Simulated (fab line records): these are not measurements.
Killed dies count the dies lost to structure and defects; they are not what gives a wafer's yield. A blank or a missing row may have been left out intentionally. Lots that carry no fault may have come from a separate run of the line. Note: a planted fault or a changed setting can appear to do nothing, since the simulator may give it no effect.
fab line records	flow n5Finfet
[record] lots = 6	wafers = 18	lastDay = 20
route steps=1938 shown BEOL_M3@999 BEOL_M4@1111 PASSIVATION@1936
lots with no fault: from the same line, run without faults
startH: start of the lot's first displayed wafer, in hours after the record's first day	waitH: hours elapsed since this lot's preceding step	" the same as in the row above	L1.1+2: one row covering several wafers at once	- no value, or no start was given	* or withheld: withheld	< > ~ a bound
route shown NAME@n: a module of which the file shows steps, and the number in the route of the first	usual: mean/standard deviation taken from wafers without a fault	same: alike in all rows	chamber/n: place in a boat	sites: the reading at each site	_std_site: how widely they spread, as a standard deviation	_edge_site: mean of outer sites minus mean of inner sites	radiusMm: how far each site lies from the wafer's centre	mask NAME#n: copy n	behind: the most recent tool/chamber to have shaped the wafer	hold: why the lot went on hold/how many hours it stayed there/how the hold came to an end	device: transistor that didn't switch, given as n, p or np	end of line: at the end of the route, the tests of the same wafers	for a step that has no rows: nothing shown but its recipe	killed: count of dies lost to structure and defects at first sort (not the wafer's yield)	map: a wafer's dies, x killed, . not, _ none there
set.NAME: the setting as run; set.NAME@STEP: as run at that earlier step	model.NAME: the simulator's own value behind a step, which no gauge read
lots at selected steps of the route; one table per step, one row per wafer
services: the hour from which a tool's chamber was out of use, counted from the record's first day as startH (under 0 if before that day), plus the number of hours and why
[[steps]]
[step N5_BEOL_M3_ANNEAL_82]
[recipe] tempC = 400	timeS = 240	ambient = vacuum
[usual] heaterPowerW = 884/100
lot.wafer	tool	chamber	startH	waitH	heaterPowerW
L196.1	pvdSputter-02	-	180.15	0.0	919
L196.4	"	-	"	"	1055
L196.5	"	-	"	"	904
L202.1	pvdSputter-02	-	216.98	0.0	919
L202.3	"	-	"	"	942
L202.4	"	-	"	"	925
L203.1	pvdSputter-03	-	220.59	0.0	1026
L203.4	"	-	"	"	761
L203.6	"	-	"	"	821
L206.1	pvdSputter-01	-	226.37	0.0	748
L206.5	"	-	"	"	994
L206.6	"	-	"	"	810
L216.1	pvdSputter-02	-	321.32	0.0	966
L216.2	"	-	"	"	927
L216.3	"	-	"	"	1011
L217.1	pvdSputter-02	-	323.20	0.0	927
L217.4	"	-	"	"	1021
L217.5	"	-	"	"	1005
[step N5_BEOL_M3_SPUTTER_86]
[recipe] material = Cu	targetThkA = 45	tempC = -20	chamberPressurePa = 0.07	powerW = withheld	timeS = 8.29
[step N5_BEOL_M3_ANNEAL_87]
[recipe] tempC = 400	timeS = 240	ambient = vacuum
[step N5_BEOL_M3_SPUTTER_88]
[recipe] material = Cu	targetThkA = 45	tempC = -20	chamberPressurePa = 0.07	powerW = withheld	timeS = 8.29
[usual] throttleValvePct = 30.0/1.2
lot.wafer	tool	chamber	startH	waitH	throttleValvePct
L196.1	pvdSputter-02	-	180.51	0.1	30.1
L196.4	"	-	"	"	30.1
L196.5	"	-	"	"	30.3
L202.1	pvdSputter-02	-	217.34	0.1	30.5
L202.3	"	-	"	"	28.5
L202.4	"	-	"	"	31.3
L203.1	pvdSputter-03	-	220.95	0.1	31.3
L203.4	"	-	"	"	29.4
L203.6	"	-	"	"	32.5
L206.1	pvdSputter-01	-	226.73	0.1	28.8
L206.5	"	-	"	"	30.0
L206.6	"	-	"	"	28.2
L216.1	pvdSputter-02	-	321.68	0.1	28.4
L216.2	"	-	"	"	31.2
L216.3	"	-	"	"	30.1
L217.1	pvdSputter-02	-	323.56	0.1	30.3
L217.4	"	-	"	"	30.2
L217.5	"	-	"	"	30.1
[step N5_BEOL_M3_ANNEAL_89]
[recipe] tempC = 400	timeS = 240	ambient = vacuum
[step N5_BEOL_M3_SPUTTER_90]
[recipe] material = Cu	targetThkA = 45	tempC = -20	chamberPressurePa = 0.07	powerW = withheld	timeS = 8.29
[usual] throttleValvePct = 30.0/1.2
lot.wafer	tool	chamber	startH	waitH	throttleValvePct
L196.1	pvdSputter-02	-	180.73	0.1	30.3
L196.4	"	-	"	"	30.2
L196.5	"	-	"	"	30.3
L202.1	pvdSputter-02	-	217.56	0.1	30.1
L202.3	"	-	"	"	28.3
L202.4	"	-	"	"	31.4
L203.1	pvdSputter-03	-	221.20	0.1	31.2
L203.4	"	-	"	"	29.2
L203.6	"	-	"	"	32.2
L206.1	pvdSputter-01	-	226.95	0.1	29.0
L206.5	"	-	"	"	30.1
L206.6	"	-	"	"	28.0
L216.1	pvdSputter-02	-	321.90	0.1	28.3
L216.2	"	-	"	"	31.3
L216.3	"	-	"	"	30.1
L217.1	pvdSputter-02	-	323.78	0.1	29.9
L217.4	"	-	"	"	30.3
L217.5	"	-	"	"	30.3
[step N5_BEOL_M3_ANNEAL_91]
[recipe] tempC = 400	timeS = 240	ambient = vacuum
[step N5_BEOL_M3_SPUTTER_92]
[recipe] material = Cu	targetThkA = 45	tempC = -20	chamberPressurePa = 0.07	powerW = withheld	timeS = 8.29
[step N5_BEOL_M3_ANNEAL_93]
[recipe] tempC = 400	timeS = 240	ambient = vacuum
[usual] heaterPowerW = 886/98
lot.wafer	tool	chamber	startH	waitH	heaterPowerW
L196.1	pvdSputter-02	-	181.03	0.0	911
L196.4	"	-	"	"	1035
L196.5	"	-	"	"	935
L202.1	pvdSputter-02	-	217.86	0.0	934
L202.3	"	-	"	"	970
L202.4	"	-	"	"	922
L203.1	pvdSputter-03	-	221.54	0.0	1041
L203.4	"	-	"	"	745
L203.6	"	-	"	"	840
L206.1	pvdSputter-01	-	227.25	0.0	780
L206.5	"	-	"	"	1028
L206.6	"	-	"	"	783
L216.1	pvdSputter-02	-	322.20	0.0	959
L216.2	"	-	"	"	928
L216.3	"	-	"	"	1009
L217.1	pvdSputter-02	-	324.08	0.0	899
L217.4	"	-	"	"	1014
L217.5	"	-	"	"	1022
[step N5_BEOL_M3_SPUTTER_94]
[recipe] material = Cu	targetThkA = 45	tempC = -20	chamberPressurePa = 0.07	powerW = withheld	timeS = 8.29
[usual] throttleValvePct = 30.0/1.2
lot.wafer	tool	chamber	startH	waitH	throttleValvePct
L196.1	pvdSputter-02	-	181.17	0.1	30.1
L196.4	"	-	"	"	30.1
L196.5	"	-	"	"	30.2
L202.1	pvdSputter-02	-	218.00	0.1	30.4
L202.3	"	-	"	"	28.3
L202.4	"	-	"	"	31.3
L203.1	pvdSputter-03	-	221.69	0.1	31.3
L203.4	"	-	"	"	29.0
L203.6	"	-	"	"	32.1
L206.1	pvdSputter-01	-	227.39	0.1	28.8
L206.5	"	-	"	"	29.9
L206.6	"	-	"	"	28.2
L216.1	pvdSputter-02	-	322.34	0.1	28.6
L216.2	"	-	"	"	31.3
L216.3	"	-	"	"	30.1
L217.1	pvdSputter-02	-	324.22	0.1	30.3
L217.4	"	-	"	"	30.2
L217.5	"	-	"	"	30.2
[step N5_BEOL_M3_ANNEAL_95]
[recipe] tempC = 400	timeS = 240	ambient = vacuum
[step N5_BEOL_M3_SPUTTER_96]
[recipe] material = Cu	targetThkA = 45	tempC = -20	chamberPressurePa = 0.07	powerW = withheld	timeS = 8.29
[step N5_BEOL_M3_ECD_50]
[recipe] material = Cu	targetThkA = 3000
lot.wafer	tool	chamber	startH	waitH
L196.1+4+5	ecdCu-01	1	181.51	0.1
L202.1+3+4	ecdCu-02	1,1,0	218.33	0.1
L203.1+4+6	ecdCu-02	0,1,0	222.07	0.1
L206.1+5+6	ecdCu-02	0,0,1	227.73	0.1
L216.1+2+3	ecdCu-02	1,0,1	322.68	0.1
L217.1+4+5	ecdCu-02	1,1,0	324.56	0.1
[step N5_BEOL_M3_ANNEAL_51]
[recipe] tempC = 225	timeS = 90	ambient = N2
[step N5_BEOL_M3_CMP_52]
[recipe] stopOn = SiOC	tOverpolishS = 6.8	downForcePsi = 1	platenRpm = 50	clearingPlatenDownForcePsi = 1.5	clearingPlatenRpm = 50	postCmpClean = cuAlkaline	targetThkNm = 40	clearingPlatenPadVelocityMS = 0.99484	padVelocityMS = 0.99484
[usual] motorCurrentA = 5.8/0.62	timeToEndpointS = 62.2/2.7
lot.wafer	tool	chamber	startH	waitH	motorCurrentA	timeToEndpointS
L196.4	cmp-01	2	181.96	0.2	5.7	60.1
L196.1	"	0	"	"	4.9	61.2
L196.5	"	2	"	"	5.6	61.8
L202.3	cmp-01	3	218.79	0.2	4.9	62.8
L202.1	"	0	"	"	5.1	64.8
L202.4	"	2	"	"	5.7	62.6
L203.4	cmp-02	2	222.45	0.1	5.7	2.2
L203.1	"	0	"	"	5.8	1.3
L203.6	"	3	"	"	5.4	1.8
L206.1	cmp-01	0	228.16	0.3	4.8	3.3
L206.6	"	3	"	"	4.7	0.0
L206.5	"	0	"	"	4.6	2.8
L216.1	cmp-04	3	323.05	0.3	6.3	56.5
L216.3	"	0	"	"	7.1	58.5
L216.2	"	1	"	"	5.2	59.4
L217.4	cmp-02	0	325.37	0.4	5.6	60.9
L217.1	"	2	"	"	5.7	63.0
L217.5	"	0	"	"	5.5	60.4
[step N5_BEOL_M4_RC_MEAS_101]
[usual] DIBL_N = 36.6/1.3	DIBL_P = 36.4/1.4	IOFF_N = 0.167/0.023	IOFF_P = 0.219/0.029	ION_N = 678/8.7	ION_P = 464/6.4	SS_N = 71.5/0.53	SS_P = 73.4/0.57	VT_N = 248.5/2.8	VT_P = -249/3.1
lot.wafer	tool	chamber	startH	waitH	DIBL_N[mV/V]	DIBL_P[mV/V]	IOFF_N[nA/um]	IOFF_P[nA/um]	ION_N[uA/um]	ION_P[uA/um]	SS_N[mV/dec]	SS_P[mV/dec]	VT_N[mV]	VT_P[mV]
L196.1	prober-01	0	198.19	0.0	38.5	37.0	0.201	0.252	683	467	70.7	74.1	245.5	-250
L196.4	"	0	"	"	37.8	36.0	0.178	0.226	685	471	71.1	73.1	247.7	-250
L196.5	"	0	"	"	37.7	36.6	0.184	0.242	685	473	71.5	74.0	246.7	-246
L202.1	prober-01	0	233.01	0.0	36.1	36.4	0.144	0.185	669	459	71.2	73.2	250.8	-252
L202.3	"	0	"	"	37.5	37.8	0.161	0.192	678	457	71.9	74.0	248.4	-252
L202.4	"	0	"	"	37.0	37.1	0.152	0.184	675	453	71.7	73.7	247.8	-255
L216.1	prober-01	0	351.14	0.0	36.9	37.9	0.164	0.231	674	467	71.6	74.1	251.0	-249
L216.2	"	0	"	"	36.5	37.0	0.149	0.200	676	457	71.7	72.9	249.8	-253
L216.3	"	0	"	"	37.9	39.8	0.187	0.257	683	471	72.1	73.3	247.3	-248
L217.1	prober-01	0	358.31	0.0	37.9	37.2	0.210	0.253	697	470	72.1	74.1	243.8	-247
L217.4	"	0	"	"	37.9	37.4	0.201	0.252	692	464	71.6	73.8	245.1	-249
L217.5	"	0	"	"	38.7	38.6	0.219	0.272	696	470	71.8	74.6	242.8	-247
[step N5_PASSIVATION_PROBE_49]
[usual] defectLimitedYield = 91.6/1.6	killed_at_M0_to_M3 = 32/9.7	killed_at_M4_up = 13/4.4	killedAtContacts = 12/6.5	killedAtFrontEnd = 38/12	killedAtOther = 3.7/3	killedDies = 99/18	killedOnRim = 13/3.9	killedOpen = 66/14	killedShort = 32/7.5	sort_bin_5_function = 4.9/1	sort_bin_6_memory = 3.2/0.73	sortNPass = 1081/18	sortYieldPct = 91.6/1.6
[same] grossDies = 1180	killedAtBackSide = 0	sort_bin_4_leakage[%] = 0	sort_bin_8_speed[%] = 0
lot.wafer	tool	chamber	startH	waitH	defectLimitedYield[%]	killed_at_M0_to_M3	killed_at_M4_up	killedAtContacts	killedAtFrontEnd	killedAtOther	killedDies	killedOnRim	killedOpen	killedShort	sort_bin_5_function[%]	sort_bin_6_memory[%]	sortNPass	sortYieldPct[%]
L196.1	prober-02	-	309.32	0.0	90.4	34	13	25	35	6	113	14	71	42	5.8	3.4	1067	90.4
L196.4	prober-02	-	309.47	0.2	91.6	20	15	16	35	13	99	15	59	40	4.2	3.9	1081	91.6
L196.5	prober-02	-	309.52	0.2	91.3	35	10	9	39	10	103	10	58	45	4.7	3.7	1077	91.3
L202.1	prober-02	-	329.25	0.0	91.3	41	14	9	38	1	103	18	74	28	5.8	2.7	1077	91.3
L202.3	prober-02	-	329.35	0.1	89.4	38	14	24	46	3	125	15	88	34	6.4	3.8	1055	89.4
L202.4	prober-02	-	329.40	0.2	91.4	33	13	14	37	4	101	10	74	24	5.5	2.9	1079	91.4
L206.1	prober-01	-	353.40	0.0	0	1141	8	7	22	2	1180	152	48	17	97.5	2.2	0	0
L206.5	prober-01	-	353.60	0.2	0	1145	7	6	18	4	1180	152	53	22	97.9	2.0	0	0
L206.6	prober-01	-	353.65	0.3	0	1129	15	4	25	7	1180	152	67	22	96.6	3.2	0	0
L203.1	prober-02	-	353.67	0.0	0	1132	14	3	26	5	1180	152	39	21	97.8	1.9	0	0
L203.4	prober-02	-	353.82	0.2	0	1125	9	4	36	6	1180	152	55	29	96.7	3.1	0	0
L203.6	prober-02	-	353.92	0.3	0	1133	10	6	29	2	1180	152	52	31	97.2	2.5	0	0
L216.1	prober-02	-	455.22	0.0	91.1	22	14	6	59	4	105	13	65	38	5.3	3.1	1075	91.1
L216.2	prober-02	-	455.27	0.1	91.8	32	9	11	37	8	97	11	67	29	4.5	3.3	1083	91.8
L216.3	prober-02	-	455.32	0.1	91.9	26	15	14	38	2	95	17	64	30	4.8	2.9	1085	91.9
L217.1	prober-01	-	471.96	0.0	91.9	39	11	5	37	4	96	8	61	34	4.3	3.4	1084	91.9
L217.4	prober-01	-	472.11	0.2	92.5	20	11	2	39	16	88	16	51	31	5.2	2.2	1092	92.5
L217.5	prober-01	-	472.16	0.2	92.2	37	13	5	31	6	92	16	55	35	5.1	2.5	1088	92.2
// killed by level:class
L196.1 MOL_CONTACT_COAG:geometricParticle:open=21 BEOL_M0_SAQP:geometricParticle:short=9 BEOL_M4:geometricParticle:open=9 BEOL_M1:geometricParticle:open=7 STI_FIN_REVEAL:geometricParticle:open=6 GATE_CUT:geometricParticle:short=6 ILD0:geometricParticle:short=4 MOL_CONTACT_COAG:geometricParticle:short=4
L196.4 MOL_CONTACT_COAG:geometricParticle:open=12 GATE_CUT:geometricParticle:short=7 STI_FIN_REVEAL:geometricParticle:open=6 BEOL_M1:geometricParticle:open=6 BEOL_M4:geometricParticle:open=5 MIM_TOP_ETCH:geometricParticle:open=5 MIM_TOP_ETCH:geometricParticle:short=5 ILD0:geometricParticle:short=4
L196.5 BEOL_M0_SAQP:geometricParticle:open=10 BEOL_M0_SAQP:geometricParticle:short=10 FIN_SAQP:geometricParticle:short=9 BEOL_M4:geometricParticle:open=7 STI_FIN_REVEAL:geometricParticle:open=6 GATE_CUT:geometricParticle:short=6 MOL_CONTACT_COAG:geometricParticle:open=6 DUMMY_GATE:geometricParticle:open=5
L202.1 STI_FIN_REVEAL:geometricParticle:open=10 BEOL_M0_SAQP:geometricParticle:open=10 BEOL_M1:geometricParticle:open=9 FIN_SAQP:geometricParticle:open=8 BEOL_M3:geometricParticle:open=8 GATE_CUT:geometricParticle:short=7 MOL_CONTACT_COAG:geometricParticle:open=7 BEOL_M0_SAQP:geometricParticle:short=6
L202.3 MOL_CONTACT_COAG:geometricParticle:open=22 STI_FIN_REVEAL:geometricParticle:open=11 BEOL_M1:geometricParticle:open=10 BEOL_M0_SAQP:geometricParticle:open=9 BEOL_M0_SAQP:geometricParticle:short=9 GATE_CUT:geometricParticle:short=7 FIN_SAQP:geometricParticle:open=6 STI_FIN_REVEAL:geometricParticle:short=5
L202.4 FIN_SAQP:geometricParticle:open=13 MOL_CONTACT_COAG:geometricParticle:open=10 BEOL_M1:geometricParticle:open=9 BEOL_M2:geometricParticle:open=8 BEOL_M0_SAQP:geometricParticle:open=7 FIN_SAQP:geometricParticle:short=6 BEOL_M4:geometricParticle:open=6 BEOL_M0_SAQP:geometricParticle:short=4
L206.1 BEOL_M3:areaEcd=1115 BEOL_M1:geometricParticle:open=6 DUMMY_GATE:geometricParticle:open=5 MOL_CONTACT_COAG:geometricParticle:open=5 BEOL_M1:geometricParticle:short=4 BEOL_M3:geometricParticle:open=4 BEOL_M0_SAQP:geometricParticle:open=3 BEOL_M0_SAQP:geometricParticle:short=3
L206.5 BEOL_M3:areaEcd=1105 BEOL_M0:geometricParticle:open=15 BEOL_M1:geometricParticle:open=7 BEOL_M3:geometricParticle:open=6 MOL_CONTACT_COAG:geometricParticle:open=5 DUMMY_GATE:geometricParticle:open=4 FIN_SAQP:geometricParticle:short=3 BEOL_M0_SAQP:geometricParticle:short=3
L206.6 BEOL_M3:areaEcd=1091 BEOL_M4:geometricParticle:open=8 BEOL_M0_SAQP:geometricParticle:short=7 BEOL_M1:geometricParticle:open=7 FIN_SAQP:geometricParticle:open=6 STI_FIN_REVEAL:geometricParticle:open=6 BEOL_M0_SAQP:geometricParticle:open=6 BEOL_M0:geometricParticle:open=5
L203.1 BEOL_M3:areaEcd=1119 BEOL_M3:geometricParticle:open=7 GATE_CUT:geometricParticle:open=6 FIN_SAQP:geometricParticle:open=3 GATE_CUT:geometricParticle:short=3 MIM_TOP_ETCH:geometricParticle:short=3 MOL_CONTACT_COAG:geometricParticle:open=3 BEOL_M4:geometricParticle:open=3
L203.4 BEOL_M3:areaEcd=1096 STI_FIN_REVEAL:geometricParticle:open=18 BEOL_M0_SAQP:geometricParticle:short=11 BEOL_M2:geometricParticle:open=7 STARTING-WAFER:geometricParticle:short=5 BEOL_M0_SAQP:geometricParticle:open=4 STI_FIN_REVEAL:geometricParticle:short=3 DUMMY_GATE:geometricParticle:open=3
L203.6 BEOL_M3:areaEcd=1097 BEOL_M3:geometricParticle:open=11 BEOL_M0_SAQP:geometricParticle:short=7 STI_FIN_REVEAL:geometricParticle:open=5 BEOL_M2:geometricParticle:open=5 MOL_CONTACT_COAG:geometricParticle:open=5 BEOL_M4:geometricParticle:open=5 ILD0:geometricParticle:short=4
L216.1 STI_FIN_REVEAL:geometricParticle:open=15 DUMMY_GATE:geometricParticle:open=10 FIN_SAQP:geometricParticle:short=7 BEOL_M3:geometricParticle:open=7 GATE_CUT:geometricParticle:short=6 STARTING-WAFER:geometricParticle:short=6 MOL_CONTACT_COAG:geometricParticle:open=5 FIN_SAQP:geometricParticle:open=4
L216.2 MOL_CONTACT_COAG:geometricParticle:open=11 DUMMY_GATE:geometricParticle:open=9 BEOL_M3:geometricParticle:open=7 STI_FIN_REVEAL:geometricParticle:open=6 GATE_CUT:geometricParticle:short=5 BEOL_M2:geometricParticle:open=5 FIN_SAQP:geometricParticle:short=4 BEOL_M0_SAQP:geometricParticle:short=4
L216.3 FIN_SAQP:geometricParticle:open=8 MOL_CONTACT_COAG:geometricParticle:open=8 FIN_SAQP:geometricParticle:short=6 MOL_CONTACT_COAG:geometricParticle:short=6 BEOL_M0_SAQP:geometricParticle:open=6 BEOL_M1:geometricParticle:open=6 STI_FIN_REVEAL:geometricParticle:open=5 DUMMY_GATE:geometricParticle:open=5
L217.1 BEOL_M3:geometricParticle:open=11 FIN_SAQP:geometricParticle:short=10 STI_FIN_REVEAL:geometricParticle:open=7 BEOL_M0_SAQP:geometricParticle:short=6 BEOL_M2:geometricParticle:open=6 FIN_SAQP:geometricParticle:open=4 BEOL_M1:geometricParticle:open=4 BEOL_M1:geometricParticle:short=4
L217.4 FIN_SAQP:geometricParticle:open=8 BEOL_M3:geometricParticle:open=7 STI_FIN_REVEAL:geometricParticle:open=5 DUMMY_GATE:geometricParticle:open=5 PASS1_CAP:geometricParticle:open=5 FIN_SAQP:geometricParticle:short=4 BEOL_M1:geometricParticle:open=4 BEOL_M4:geometricParticle:open=4
L217.5 BEOL_M2:geometricParticle:open=12 FIN_SAQP:geometricParticle:open=7 BEOL_M3:geometricParticle:open=7 STI_FIN_REVEAL:geometricParticle:open=7 BEOL_M4:geometricParticle:open=6 BEOL_M1:geometricParticle:short=5 FIN_SAQP:geometricParticle:short=4 GATE_CUT:geometricParticle:short=4
// map L203.1 (x killed, . not)
_________________xxxxxxxxxxxx________________
______________xxxxxxxxxxxxxxxxxx_____________
___________xxxxxxxxxxxxxxxxxxxxxxxx__________
__________xxxxxxxxxxxxxxxxxxxxxxxxxx_________
________xxxxxxxxxxxxxxxxxxxxxxxxxxxxxx_______
_______xxxxxxxxxxxxxxxxxxxxxxxxxxxxxxxx______
______xxxxxxxxxxxxxxxxxxxxxxxxxxxxxxxxxx_____
_____xxxxxxxxxxxxxxxxxxxxxxxxxxxxxxxxxxxx____
____xxxxxxxxxxxxxxxxxxxxxxxxxxxxxxxxxxxxxx___
___xxxxxxxxxxxxxxxxxxxxxxxxxxxxxxxxxxxxxxxx__
___xxxxxxxxxxxxxxxxxxxxxxxxxxxxxxxxxxxxxxxx__
__xxxxxxxxxxxxxxxxxxxxxxxxxxxxxxxxxxxxxxxxxx_
__xxxxxxxxxxxxxxxxxxxxxxxxxxxxxxxxxxxxxxxxxx_
_xxxxxxxxxxxxxxxxxxxxxxxxxxxxxxxxxxxxxxxxxxxx
_xxxxxxxxxxxxxxxxxxxxxxxxxxxxxxxxxxxxxxxxxxxx
_xxxxxxxxxxxxxxxxxxxxxxxxxxxxxxxxxxxxxxxxxxxx
_xxxxxxxxxxxxxxxxxxxxxxxxxxxxxxxxxxxxxxxxxxxx
_xxxxxxxxxxxxxxxxxxxxxxxxxxxxxxxxxxxxxxxxxxxx
_xxxxxxxxxxxxxxxxxxxxxxxxxxxxxxxxxxxxxxxxxxxx
_xxxxxxxxxxxxxxxxxxxxxxxxxxxxxxxxxxxxxxxxxxxx
_xxxxxxxxxxxxxxxxxxxxxxxxxxxxxxxxxxxxxxxxxxxx
__xxxxxxxxxxxxxxxxxxxxxxxxxxxxxxxxxxxxxxxxxx_
__xxxxxxxxxxxxxxxxxxxxxxxxxxxxxxxxxxxxxxxxxx_
___xxxxxxxxxxxxxxxxxxxxxxxxxxxxxxxxxxxxxxxx__
___xxxxxxxxxxxxxxxxxxxxxxxxxxxxxxxxxxxxxxxx__
____xxxxxxxxxxxxxxxxxxxxxxxxxxxxxxxxxxxxxx___
_____xxxxxxxxxxxxxxxxxxxxxxxxxxxxxxxxxxxx____
______xxxxxxxxxxxxxxxxxxxxxxxxxxxxxxxxxx_____
_______xxxxxxxxxxxxxxxxxxxxxxxxxxxxxxxx______
________xxxxxxxxxxxxxxxxxxxxxxxxxxxxxx_______
__________xxxxxxxxxxxxxxxxxxxxxxxxxx_________
___________xxxxxxxxxxxxxxxxxxxxxxxx__________
______________xxxxxxxxxxxxxxxxxx_____________
_________________xxxxxxxxxxxx________________
// map L206.1 (x killed, . not)
_________________xxxxxxxxxxxx________________
______________xxxxxxxxxxxxxxxxxx_____________
___________xxxxxxxxxxxxxxxxxxxxxxxx__________
__________xxxxxxxxxxxxxxxxxxxxxxxxxx_________
________xxxxxxxxxxxxxxxxxxxxxxxxxxxxxx_______
_______xxxxxxxxxxxxxxxxxxxxxxxxxxxxxxxx______
______xxxxxxxxxxxxxxxxxxxxxxxxxxxxxxxxxx_____
_____xxxxxxxxxxxxxxxxxxxxxxxxxxxxxxxxxxxx____
____xxxxxxxxxxxxxxxxxxxxxxxxxxxxxxxxxxxxxx___
___xxxxxxxxxxxxxxxxxxxxxxxxxxxxxxxxxxxxxxxx__
___xxxxxxxxxxxxxxxxxxxxxxxxxxxxxxxxxxxxxxxx__
__xxxxxxxxxxxxxxxxxxxxxxxxxxxxxxxxxxxxxxxxxx_
__xxxxxxxxxxxxxxxxxxxxxxxxxxxxxxxxxxxxxxxxxx_
_xxxxxxxxxxxxxxxxxxxxxxxxxxxxxxxxxxxxxxxxxxxx
_xxxxxxxxxxxxxxxxxxxxxxxxxxxxxxxxxxxxxxxxxxxx
_xxxxxxxxxxxxxxxxxxxxxxxxxxxxxxxxxxxxxxxxxxxx
_xxxxxxxxxxxxxxxxxxxxxxxxxxxxxxxxxxxxxxxxxxxx
_xxxxxxxxxxxxxxxxxxxxxxxxxxxxxxxxxxxxxxxxxxxx
_xxxxxxxxxxxxxxxxxxxxxxxxxxxxxxxxxxxxxxxxxxxx
_xxxxxxxxxxxxxxxxxxxxxxxxxxxxxxxxxxxxxxxxxxxx
_xxxxxxxxxxxxxxxxxxxxxxxxxxxxxxxxxxxxxxxxxxxx
__xxxxxxxxxxxxxxxxxxxxxxxxxxxxxxxxxxxxxxxxxx_
__xxxxxxxxxxxxxxxxxxxxxxxxxxxxxxxxxxxxxxxxxx_
___xxxxxxxxxxxxxxxxxxxxxxxxxxxxxxxxxxxxxxxx__
___xxxxxxxxxxxxxxxxxxxxxxxxxxxxxxxxxxxxxxxx__
____xxxxxxxxxxxxxxxxxxxxxxxxxxxxxxxxxxxxxx___
_____xxxxxxxxxxxxxxxxxxxxxxxxxxxxxxxxxxxx____
______xxxxxxxxxxxxxxxxxxxxxxxxxxxxxxxxxx_____
_______xxxxxxxxxxxxxxxxxxxxxxxxxxxxxxxx______
________xxxxxxxxxxxxxxxxxxxxxxxxxxxxxx_______
__________xxxxxxxxxxxxxxxxxxxxxxxxxx_________
___________xxxxxxxxxxxxxxxxxxxxxxxx__________
______________xxxxxxxxxxxxxxxxxx_____________
_________________xxxxxxxxxxxx________________
[[services]]
tool	chamber	startH	hours	kind
cmp-04	-	182.94	5.0	pm
cmp-02	-	192.28	1.1	repair
cmp-01	-	244.45	9.3	pm
cmp-02	-	255.89	0.6	repair
ecdCu-01	-	258.37	2.3	repair
cmp-01	-	262.96	1.1	repair
pvdSputter-02	-	265.13	12.8	repair
cmp-04	-	267.99	4.0	pm
cmp-04	-	271.99	-	consumableReplace:conditioner
cmp-04	-	271.99	-	consumableReplace:pad
cmp-02	-	275.61	1.5	repair
ecdCu-02	-	293.37	0.7	repair
cmp-02	-	295.52	9.9	pm
ecdCu-01	-	307.20	2.7	repair
cmp-02	-	307.53	3.0	pm
cmp-01	-	323.34	3.7	repair
[[key]]
[firstSign] step = N5_BEOL_M3_CMP_52	reading = timeToEndpointS	direction = down	sigmas = 22	usual = *	struck = *
[effect] step = N5_PASSIVATION_PROBE_49	reading = killed_at_M0_to_M3	direction = up	sigmas = 99+	usual = 32	struck = 1134
[moreKillsBornAt] N5_BEOL_M3_ECD_50@ecdCu-02 = 6623
metAt N5_BEOL_M3_ECD_50
struckWafers L203.1,L203.4,L203.6,L206.1,L206.5,L206.6
laterRowsLeftOut L203.1,L203.4,L203.6,L206.1,L206.5,L206.6
onsetBetween 218.33 222.07
[earlierFault] kind = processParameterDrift	tool = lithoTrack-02	chamber = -	onsetH = 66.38	steps = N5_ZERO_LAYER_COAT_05	channel = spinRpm	offset = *	shape = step	actsIn = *	stated = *
[fault] kind = skippedStepWhole	tool = ecdCu-02	chamber = -	onsetH = 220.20	steps = N5_BEOL_M3_ECD_50	scope = struckLotsOnly
// laterRowsLeftOut: the simulator's readings of these wafers behind a module that went badly wrong aren't trusted and aren't shown, but for the sort
